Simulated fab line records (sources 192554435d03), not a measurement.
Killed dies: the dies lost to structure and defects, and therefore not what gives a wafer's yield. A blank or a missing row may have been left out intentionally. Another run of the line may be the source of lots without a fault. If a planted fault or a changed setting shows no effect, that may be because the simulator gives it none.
Split-lot study :: flow n5 finfet :: on a route of 1938 steps: 7 lots, 21 wafers read

## THE SPLIT
At N5_SDB_ALD_29 (deposits SiNx, target thk 30 nm, pulse time 1 s, ald cycles 600), the setting ald cycles was moved away from the recipe's 600 on 6 of the 21 wafers read, by -9.2% to +8.0%. The other wafers ran this setting at the recipe's value.

The split's own step is where the reading is taken.

## THE READING
SiNx_of_SDB_ALD_29.thk nm (the simulator's own value, which no gauge read), in nm, at N5_SDB_ALD_29 (deposits SiNx, target thk 30 nm, pulse time 1 s, ald cycles 600). There is no usual value for it anywhere in the file. The 15 wafers here that ran the recipe average 30.1 nm, standard deviation 0.12 nm.

wafer: L081.1
tool, chamber at the split: ald sin-01, 2,3
ald cycles as run: 556
against the recipe: -7.3%
SiNx_of_SDB_ALD_29.thk nm, nm: 27.8
against lot-mates on the recipe: -2.2

wafer: L081.3
tool, chamber at the split: ald sin-01, 2,3
ald cycles as run: 556
against the recipe: -7.3%
SiNx_of_SDB_ALD_29.thk nm, nm: 27.8
against lot-mates on the recipe: -2.2

wafer: L081.6
tool, chamber at the split: ald sin-01, 0
ald cycles as run: 600
against the recipe: recipe
SiNx_of_SDB_ALD_29.thk nm, nm: 30
against lot-mates on the recipe: -

wafer: L084.4
tool, chamber at the split: ald sin-03, 0
ald cycles as run: 647
against the recipe: +7.8%
SiNx_of_SDB_ALD_29.thk nm, nm: 32.2
against lot-mates on the recipe: +2.2

wafer: L084.5
tool, chamber at the split: ald sin-03, 2
ald cycles as run: 647
against the recipe: +7.8%
SiNx_of_SDB_ALD_29.thk nm, nm: 32.4
against lot-mates on the recipe: +2.4

wafer: L084.6
tool, chamber at the split: ald sin-03, 1
ald cycles as run: 600
against the recipe: recipe
SiNx_of_SDB_ALD_29.thk nm, nm: 30
against lot-mates on the recipe: -

wafer: L087.1
tool, chamber at the split: ald sin-04, 3,2
ald cycles as run: 600
against the recipe: recipe
SiNx_of_SDB_ALD_29.thk nm, nm: 30
against lot-mates on the recipe: -

wafer: L087.5
tool, chamber at the split: ald sin-04, 3,2
ald cycles as run: 600
against the recipe: recipe
SiNx_of_SDB_ALD_29.thk nm, nm: 30
against lot-mates on the recipe: -

wafer: L087.4
tool, chamber at the split: ald sin-04, 0
ald cycles as run: 648
against the recipe: +8.0%
SiNx_of_SDB_ALD_29.thk nm, nm: 32.2
against lot-mates on the recipe: +2.2

wafer: L088.2
tool, chamber at the split: ald sin-04, 2,3
ald cycles as run: 600
against the recipe: recipe
SiNx_of_SDB_ALD_29.thk nm, nm: 30.2
against lot-mates on the recipe: -

wafer: L088.5
tool, chamber at the split: ald sin-04, 2,3
ald cycles as run: 600
against the recipe: recipe
SiNx_of_SDB_ALD_29.thk nm, nm: 30.2
against lot-mates on the recipe: -

wafer: L088.6
tool, chamber at the split: ald sin-04, 0
ald cycles as run: 600
against the recipe: recipe
SiNx_of_SDB_ALD_29.thk nm, nm: 30
against lot-mates on the recipe: -

wafer: L089.3
tool, chamber at the split: ald sin-03, 0,0,1
ald cycles as run: 600
against the recipe: recipe
SiNx_of_SDB_ALD_29.thk nm, nm: 30
against lot-mates on the recipe: -

wafer: L089.5
tool, chamber at the split: ald sin-03, 0,0,1
ald cycles as run: 600
against the recipe: recipe
SiNx_of_SDB_ALD_29.thk nm, nm: 30
against lot-mates on the recipe: -

wafer: L089.6
tool, chamber at the split: ald sin-03, 0,0,1
ald cycles as run: 600
against the recipe: recipe
SiNx_of_SDB_ALD_29.thk nm, nm: 30
against lot-mates on the recipe: -

wafer: L095.1
tool, chamber at the split: ald sin-03, 3
ald cycles as run: 545
against the recipe: -9.2%
SiNx_of_SDB_ALD_29.thk nm, nm: 27.6
against lot-mates on the recipe: -2.7

wafer: L095.3
tool, chamber at the split: ald sin-03, 2
ald cycles as run: 600
against the recipe: recipe
SiNx_of_SDB_ALD_29.thk nm, nm: 30.4
against lot-mates on the recipe: -

wafer: L095.6
tool, chamber at the split: ald sin-03, 3
ald cycles as run: 600
against the recipe: recipe
SiNx_of_SDB_ALD_29.thk nm, nm: 30.2
against lot-mates on the recipe: -

wafer: L097.1
tool, chamber at the split: ald sin-03, 1,0
ald cycles as run: 600
against the recipe: recipe
SiNx_of_SDB_ALD_29.thk nm, nm: 30
against lot-mates on the recipe: -

wafer: L097.6
tool, chamber at the split: ald sin-03, 1,0
ald cycles as run: 600
against the recipe: recipe
SiNx_of_SDB_ALD_29.thk nm, nm: 30
against lot-mates on the recipe: -

wafer: L097.5
tool, chamber at the split: ald sin-03, 3
ald cycles as run: 600
against the recipe: recipe
SiNx_of_SDB_ALD_29.thk nm, nm: 30.2
against lot-mates on the recipe: -
Where a row lists several chambers, the file gives one row for several wafers and doesn't say which wafer went through which chamber.

FIT RESULTS
A straight line over all 21 wafers: SiNx_of_SDB_ALD_29.thk nm changes by +0.285 nm for each +1% of ald cycles; r = +0.99; the points scatter about the line by 0.14 nm.
The same after taking each lot's own level away (the mean of its wafers on the recipe; 21 wafers): +0.292 nm for each +1%; r = +1.00; scatter 0.078 nm.
On that fit, the largest move of ald cycles shifts the reading by 2.7 nm.
From 30.00 to 30.30 nm: that is the span of the lots' own levels, equal to 2.5 times the standard deviation above.
Consequently the slope shifts little with the lot-to-lot level, the two slopes agreeing.
Check: with one of the wafers moved furthest among these (-9.2%) left out of the fit, the line predicts -2.69 nm for it against its lot-mates. Against them it came out at -2.7 nm.

## FURTHER SPLITS ON THESE WAFERS
Other splits were also applied to these wafers ahead of the reading. Each is held against what the fit with the lots' levels taken away leaves over:
other split on the same wafers: N5_FIN_CUT_STRIP_23 temp c
wafers away from the commonest value: 7
r with SiNx_of_SDB_ALD_29.thk nm (lot level and that fit taken away): -0.11

other split on the same wafers: N5_SD_EPI_N_COAT_33 spin rpm
wafers away from the commonest value: 8
r with SiNx_of_SDB_ALD_29.thk nm (lot level and that fit taken away): -0.20

other split on the same wafers: N5_SD_EPI_N_DESCUM_14 time s
wafers away from the commonest value: 4
r with SiNx_of_SDB_ALD_29.thk nm (lot level and that fit taken away): -0.22

other split on the same wafers: N5_SD_EPI_P_EPI_21 temp c
wafers away from the commonest value: 14
r with SiNx_of_SDB_ALD_29.thk nm (lot level and that fit taken away): +0.03

other split on the same wafers: N5_SD_ACTIVATION_LSA_01 temp c
wafers away from the commonest value: 9
r with SiNx_of_SDB_ALD_29.thk nm (lot level and that fit taken away): +0.33

other split on the same wafers: N5_SDB_CUT_ETCH_26 icp w
wafers away from the commonest value: 12
r with SiNx_of_SDB_ALD_29.thk nm (lot level and that fit taken away): +0.08

## FILE'S OWN FIT
SiNx_of_SDB_ALD_29.thk nm changes by +0.291 nm for each +1% of ald cycles, r = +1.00.
